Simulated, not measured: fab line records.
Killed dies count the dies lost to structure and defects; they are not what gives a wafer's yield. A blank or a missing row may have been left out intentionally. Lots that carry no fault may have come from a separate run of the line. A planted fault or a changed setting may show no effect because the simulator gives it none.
Chamber matching    flow n5-finfet    N5_BEOL_M6_STRIP_36 on rie-diel-01: 4 sister chambers
The step strips in N2/H2. 16 wafers are shown with their chamber, then 8 later ones without.

## WAFERS, EACH WITH ITS CHAMBER
wafer   chamber  showerhead-plenum-p-Torr (Torr)  oes-product-au (a.u.)  throttle-valve-pct (%)
L075.1  1        2.44                             0.77                   23.8
L075.2  2        2.69                             0.90                   23.0
L075.4  3        2.67                             0.80                   24.2
L079.4  0        2.59                             0.93                   23.4
L079.5  0        2.59                             0.92                   23.4
L079.6  1        2.44                             0.75                   23.9
L080.1  0        2.59                             0.94                   23.4
L080.3  3        2.66                             0.80                   24.2
L080.4  2        2.69                             0.89                   23.1
L082.2  3        2.66                             0.79                   24.2
L082.3  1        2.44                             0.76                   23.9
L082.6  3        2.66                             0.79                   24.2
L083.1  0        2.59                             0.92                   23.3
L083.2  3        2.66                             0.80                   24.3
L083.6  3        2.66                             0.79                   24.2
L086.1  3        2.66                             0.79                   24.3

SIGNATURES (averages over the wafers above)
reading                   chamber 0  chamber 1  chamber 2  chamber 3  scatter within a chamber
showerhead-plenum-p-Torr  2.5900     2.4400     2.6900     2.6614     0.00267
oes-product-au            0.9275     0.7600     0.8950     0.7943     0.00762
throttle-valve-pct        23.375     23.867     23.050     24.229     0.0528
Rule: for a wafer and a chamber, the distance is found by dividing, reading by reading, the gap between the wafer's reading and the chamber's mean by the reading's scatter, squaring, summing and taking the root. If the next closest chamber is less than 2 further off than the closest, the wafer can't be placed; otherwise it belongs to the closest. The scatter: the root of (the sum of the squares of (reading less its chamber's mean) over the shown wafers, divided by (wafers less chambers)).

## WAFERS WHOSE CHAMBER IS MISSING
wafer   showerhead-plenum-p-Torr (Torr)  oes-product-au (a.u.)  throttle-valve-pct (%)
L086.3  2.59                             0.92                   23.3
L086.4  2.68                             0.88                   23.1
L092.1  2.65                             0.78                   24.3
L092.3  2.58                             0.89                   23.4
L092.6  2.58                             0.88                   23.4
L096.1  2.65                             0.77                   24.3
L096.3  2.42                             0.72                   23.9
L096.5  2.65                             0.76                   24.3

## WHICH CHAMBER EACH WENT THROUGH
wafer   from the rows above  in truth
L086.3  0                    0
L086.4  2                    2
L092.1  3                    3
L092.3  0                    0
L092.6  0                    0
L096.1  3                    3
L096.3  1                    1
L096.5  3                    3
Correctly placed: 8 of 8. Can't be placed from these rows: 0. Wrongly placed: 0.
